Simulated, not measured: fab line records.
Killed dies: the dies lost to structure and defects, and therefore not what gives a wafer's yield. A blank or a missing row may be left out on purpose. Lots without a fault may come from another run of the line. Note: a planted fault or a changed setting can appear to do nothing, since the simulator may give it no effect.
Which tool is to blame?    flow nand_harc    36 wafers from 12 lots sampled at 6 of the route's 1159 steps

## WHAT THE GAUGES READ, wafer by wafer
NHARC_A_M1_CD_MEAS_09: the cd target is 120 nm. Usual: cd_nm 120.0 nm, standard deviation 0.52.
lot   measured      on         cd_nm (nm)         flag
L737  day 18 09:37  cd_sem-03  120.5 119.8 119.8  
L739  day 18 09:46  cd_sem-01  120.3 120.3 120.1  
L743  day 19 09:16  cd_sem-01  120.2 120.4 120.2  
L742  day 19 09:56  cd_sem-02  119.0 118.6 119.3  
L745  day 20 01:58  cd_sem-01  120.3 120.5 120.8  
L747  day 20 12:29  cd_sem-01  119.9 119.4 119.0  
L749  day 21 12:11  cd_sem-03  118.0 117.9 118.7  OFF
L756  day 23 00:55  cd_sem-01  119.6 119.7 119.9  
L754  day 23 01:37  cd_sem-01  117.5 117.3 117.7  OFF
L758  day 23 11:31  cd_sem-01  120.1 119.8 120.6  
L759  day 23 12:26  cd_sem-02  119.9 119.0 119.8  
L757  day 23 12:28  cd_sem-01  120.2 119.6 120.4  

NHARC_A_M1_OVL_MEAS_10: pitch 240 nm. Usual: overlay_x_nm -0.1 nm, standard deviation 0.79; overlay_y_nm -0.1 nm, standard deviation 0.86.
lot   measured      on          overlay_x_nm (nm)  overlay_y_nm (nm)  flag
L737  day 18 09:42  overlay-02  1.3 0.8 1.0        -1.1 -0.7 -0.8     
L739  day 18 09:52  overlay-02  -0.3 -0.6 -1.4     -0.1 -0.1 -0.8     
L743  day 19 09:22  overlay-02  -0.3 -0.5 -0.1     1.5 1.2 1.8        
L742  day 19 10:02  overlay-02  0.5 0.4 0.2        0.3 -0.4 0.2       
L745  day 20 02:04  overlay-01  -0.9 -0.6 -0.7     1.1 1.0 1.7        
L747  day 20 12:35  overlay-02  -1.0 -1.0 -1.3     0.5 0.4 0.8        
L749  day 21 12:16  overlay-01  -0.1 -0.5 -0.2     -0.1 0.2 -0.6      
L756  day 23 01:01  overlay-02  -0.3 -0.6 -0.3     0.2 -0.2 0.0       
L754  day 23 01:43  overlay-02  -0.4 -0.2 0.1      1.0 0.7 0.8        
L758  day 23 11:37  overlay-02  0.4 0.7 0.4        0.6 1.0 0.7        
L759  day 23 12:32  overlay-01  1.0 0.7 0.5        -0.5 -0.6 -0.4     
L757  day 23 12:34  overlay-02  -0.2 -0.6 -1.0     0.1 -0.3 0.3       

NHARC_END_SORT_01. Usual: defect_limited_yield 95.0 %, standard deviation 1.7; killed_at_array 29, standard deviation 12; killed_at_other 0.7, standard deviation 1; killed_at_periphery 4, standard deviation 3.2; killed_dies 34, standard deviation 12; killed_open 3.4, standard deviation 2; killed_short 1.8, standard deviation 1.3; sort_bin_2_pct 1.6 %, standard deviation 0.7; sort_bin_3_pct 0.26 %, standard deviation 0.23; sort_bin_4_pct 3.1 %, standard deviation 1.1; sort_n_pass 643, standard deviation 12; sort_rim_yield_pct 96.4 %, standard deviation 2.6; sort_yield_pct 95.0 %, standard deviation 1.7.
lot   measured      on         defect_limited_yield (%)  killed_at_array  killed_at_other  killed_at_periphery  killed_dies  killed_open  killed_short  sort_bin_2_pct (%)  sort_bin_3_pct (%)  sort_bin_4_pct (%)  sort_n_pass  sort_rim_yield_pct (%)  sort_yield_pct (%)  flag
L742  day 21 01:08  prober-02  94.1                      35               0                5                    40           5            2             1.6                 0                   4.3                 637          98.1                    94.1                
L749  day 23 02:55  prober-02  93.9 94.2 93.4            38 35 44         0 1 0            3 3 1                41 39 45     2 3 3        3 1 4         1.9 2.7 1.8         0.30 0.30 0.59      3.8 2.8 4.3         636 638 632  92.5 91.5 94.3          93.9 94.2 93.4      

## TOOL THAT RAN EACH LOT (tool first, then ch and the chambers of the sampled wafers, then the start)
lot   NHARC_A_M0_ETCH_15                             NHARC_A_M0_ANNEAL_30              NHARC_A_M1_SOFTBAKE_04
L737  rie_diel-06 ch 0,2,3, day 18 05:08 or earlier  rtp_anneal-02 ch 0, day 18 05:08  litho_track-04 ch 0, day 18 09:00
L739  rie_diel-06 ch 0,1,2, day 18 07:07 or earlier  rtp_anneal-02 ch 0, day 18 07:07  litho_track-06 ch 0, day 18 09:00
L743  rie_diel-06 ch 0,1, day 19 06:49 or earlier    rtp_anneal-02 ch 0, day 19 06:49  litho_track-04 ch 0, day 19 08:00
L742  rie_diel-06 ch 0,2,3, day 19 07:16 or earlier  rtp_anneal-01 ch 0, day 19 07:16  litho_track-01 ch 0, day 19 09:00
L745  rie_diel-07 ch 2,3, day 19 23:20 or earlier    rtp_anneal-02 ch 0, day 19 23:20  litho_track-01 ch 0, day 20 01:00
L747  rie_diel-13 ch 0,2,3, day 20 10:26 or earlier  rtp_anneal-01 ch 0, day 20 10:26  litho_track-04 ch 0, day 20 12:00
L749  rie_diel-13 ch 0,1,3, day 21 10:10 or earlier  rtp_anneal-02 ch 0, day 21 10:10  litho_track-01 ch 0, day 21 11:00
L756  rie_diel-13 ch 0,3, day 22 21:47 or earlier    rtp_anneal-02 ch 0, day 22 21:47  litho_track-04 ch 0, day 23 00:00
L754  rie_diel-07 ch 0,1,3, day 22 22:21 or earlier  rtp_anneal-02 ch 0, day 22 22:21  litho_track-01 ch 0, day 23 01:00
L758  rie_diel-07 ch 1,2,3, day 23 09:21 or earlier  rtp_anneal-01 ch 0, day 23 09:21  litho_track-04 ch 0, day 23 11:00
L759  rie_diel-07 ch 0,1,2, day 23 09:56 or earlier  rtp_anneal-01 ch 0, day 23 09:56  litho_track-04 ch 0, day 23 11:00
L757  rie_diel-13 ch 1,3, day 23 10:13 or earlier    rtp_anneal-02 ch 0, day 23 10:13  litho_track-06 ch 0, day 23 12:00
- NHARC_A_M0_ETCH_15: etches the open film in C4F8/Ar, target depth 150 nm, overetch 15 nm, time 82.5 s.
- NHARC_A_M0_ANNEAL_30: time 90 s.
- NHARC_A_M1_SOFTBAKE_04: time 55 s.

## AS READ BY THE TOOLS THEMSELVES (means over the sampled wafers that have a number; for cases with no such wafer, the mark the record gives instead)
NHARC_A_M0_ETCH_15. Usual: oes_product_au 0.951 a.u., standard deviation 0.021; rf_vpp_V 441.1 V, standard deviation 2.3.
lot   tool         oes_product_au (a.u.)  rf_vpp_V (V)  flag
L737  rie_diel-06  0.941                  439.9         
L739  rie_diel-06  0.921                  440.4         
L743  rie_diel-06  0.967                  439.4         
L742  rie_diel-06  0.969                  440.0         
L745  rie_diel-07  0.952                  441.9         
L747  rie_diel-13  0.964                  439.9         
L749  rie_diel-13  0.945                  442.0         
L756  rie_diel-13  0.972                  442.2         
L754  rie_diel-07  0.938                  442.0         
L758  rie_diel-07  0.971                  442.9         
L759  rie_diel-07  0.934                  441.4         
L757  rie_diel-13  0.921                  442.4         

NHARC_A_M0_ANNEAL_30. Usual: wafer_temp_C_max 225.82, standard deviation 0.23.
lot   tool           wafer_temp_C_max  flag
L737  rtp_anneal-02  225.92            
L739  rtp_anneal-02  225.43            
L743  rtp_anneal-02  225.77            
L742  rtp_anneal-01  225.99            
L745  rtp_anneal-02  225.90            
L747  rtp_anneal-01  225.76            
L749  rtp_anneal-02  225.65            
L756  rtp_anneal-02  225.77            
L754  rtp_anneal-02  225.67            
L758  rtp_anneal-01  225.79            
L759  rtp_anneal-01  225.87            
L757  rtp_anneal-02  225.76            

NHARC_A_M1_SOFTBAKE_04. Usual: heater_power_total_W 188.44 W, standard deviation 0.12.
lot   tool            heater_power_total_W (W)  flag
L737  litho_track-04  188.37                    
L739  litho_track-06  188.32                    
L743  litho_track-04  188.43                    
L742  litho_track-01  188.46                    
L745  litho_track-01  188.38                    
L747  litho_track-04  188.39                    
L749  litho_track-01  222.84                    OFF
L756  litho_track-04  188.45                    
L754  litho_track-01  222.95                    OFF
L758  litho_track-04  188.42                    
L759  litho_track-04  188.43                    
L757  litho_track-06  188.55                    

## THE ANSWER, worked out from the rows above alone
Rule: a lot counts as off when the mean over its wafers that have a number is more than 3 standard deviations away from the usual mean. Also off: a lot with no number at a reading for which 4 or more lots have one. Where the step has rows for the other lots, those lots are counted as sound. The gauges are gone through in route order, then the tools' own readings, and for those a lot's mean is taken as printed above. At the first step where some lot is off, the reading lying furthest off is the one used; lots without a number count as furthest.
Off at NHARC_A_M1_CD_MEAS_09 (cd_nm): L749, L754.
A tool fits if, at a process step before that reading, it ran every lot that is off, and no sound lot after the first of them. The gauges at NHARC_A_M1_CD_MEAS_09 aren't tried: what is off there is off at NHARC_A_M1_SOFTBAKE_04 too, on other tools, and a gauge's error can't cause that. With no start given for some of its lots, NHARC_A_M0_ETCH_15 uses the hours and lot order of NHARC_A_M0_ANNEAL_30. One fits: litho_track-01 at NHARC_A_M1_SOFTBAKE_04. Its last sound lot is L745 (day 20 01:00), its first lot that is off L749 (day 21 11:00): a fault that began between those two fits.
The tool's own readings at NHARC_A_M1_SOFTBAKE_04 bear it out: on the lots that are off they differ by more than 5 times the standard deviation of the sound lots' means. heater_power_total_W reads 222.89 W there against 188.42 W on the sound lots.

## WHAT HAD BEEN PUT IN BY THE SIMULATOR
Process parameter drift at NHARC_A_M1_SOFTBAKE_04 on litho_track-01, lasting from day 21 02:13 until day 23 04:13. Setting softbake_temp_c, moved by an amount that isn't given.
Struck lots among those shown: L749, L754. The rule given above showed the same thing.
